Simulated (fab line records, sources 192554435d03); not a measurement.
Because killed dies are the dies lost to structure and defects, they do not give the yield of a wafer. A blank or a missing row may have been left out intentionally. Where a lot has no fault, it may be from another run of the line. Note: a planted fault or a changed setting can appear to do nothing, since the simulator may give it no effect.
Chamber matching + flow n5_finfet + 4 sister chambers for N5_BEOL_M0_SAQP_ETCH_88 on rie_diel-03
The step etches underlayer in N2/H2, target depth 6.5 nm, time 5.2 s. 14 wafers are shown with their chamber, then 7 later ones without.

== WAFERS PAIRED WITH THEIR CHAMBERS ==
| wafer  | chamber | showerhead_plenum_p_Torr (Torr) | throttle_valve_pct (%) | drypump_motor_current_A (A) |
|--------|---------|---------------------------------|------------------------|-----------------------------|
| L087.1 | 0       | 2.53                            | 18.17                  | 6.26                        |
| L087.2 | 2       | 2.63                            | 17.92                  | 5.74                        |
| L087.5 | 0       | 2.53                            | 18.18                  | 6.27                        |
| L088.3 | 2       | 2.63                            | 17.90                  | 5.67                        |
| L088.4 | 0       | 2.53                            | 18.16                  | 6.27                        |
| L088.6 | 2       | 2.63                            | 17.92                  | 5.70                        |
| L089.1 | 3       | 2.71                            | 17.51                  | 5.80                        |
| L089.3 | 2       | 2.63                            | 17.93                  | 5.73                        |
| L089.4 | 0       | 2.52                            | 18.17                  | 6.29                        |
| L091.1 | 3       | 2.71                            | 17.50                  | 5.80                        |
| L091.4 | 1       | 2.44                            | 18.16                  | 5.58                        |
| L091.5 | 2       | 2.63                            | 17.91                  | 5.72                        |
| L092.1 | 1       | 2.44                            | 18.19                  | 5.61                        |
| L092.2 | 3       | 2.71                            | 17.52                  | 5.79                        |

SIGNATURES (means of the wafers above)
| reading                  | chamber 0 | chamber 1 | chamber 2 | chamber 3 | scatter within a chamber |
|--------------------------|-----------|-----------|-----------|-----------|--------------------------|
| showerhead_plenum_p_Torr | 2.5275    | 2.4400    | 2.6300    | 2.7100    | 0.00274                  |
| throttle_valve_pct       | 18.1700   | 18.1750   | 17.9160   | 17.5100   | 0.0117                   |
| drypump_motor_current_A  | 6.2725    | 5.5950    | 5.7120    | 5.7967    | 0.0202                   |
Rule: distance of a wafer from a chamber = root of the sum over the readings of ((wafer's reading minus chamber's mean) / reading's scatter) squared. The wafer belongs to the nearest chamber; if the next one is less than 2 further off, it can't be placed. The scatter: take each reading less its chamber's mean, square it, sum over the shown wafers, divide by the number of wafers less the number of chambers, and take the root.

== WAFERS WITHOUT THEIR CHAMBER ==
| wafer  | showerhead_plenum_p_Torr (Torr) | throttle_valve_pct (%) | drypump_motor_current_A (A) |
|--------|---------------------------------|------------------------|-----------------------------|
| L092.5 | 2.71                            | 17.49                  | 5.79                        |
| L095.1 | 2.52                            | 18.18                  | 6.27                        |
| L095.2 | 2.62                            | 17.95                  | 5.71                        |
| L095.3 | 2.43                            | 18.20                  | 5.58                        |
| L097.2 | 2.70                            | 17.54                  | 5.79                        |
| L097.4 | 2.62                            | 17.95                  | 5.71                        |
| L097.5 | 2.52                            | 18.20                  | 6.29                        |

== WHICH CHAMBER EACH WENT THROUGH ==
| wafer  | from the rows above | in truth |
|--------|---------------------|----------|
| L092.5 | 3                   | 3        |
| L095.1 | 0                   | 0        |
| L095.2 | 2                   | 2        |
| L095.3 | 1                   | 1        |
| L097.2 | 3                   | 3        |
| L097.4 | 2                   | 2        |
| L097.5 | 0                   | 0        |
Placed correctly: 7 of 7. Not placeable from these rows: 0. 0 placed wrongly.
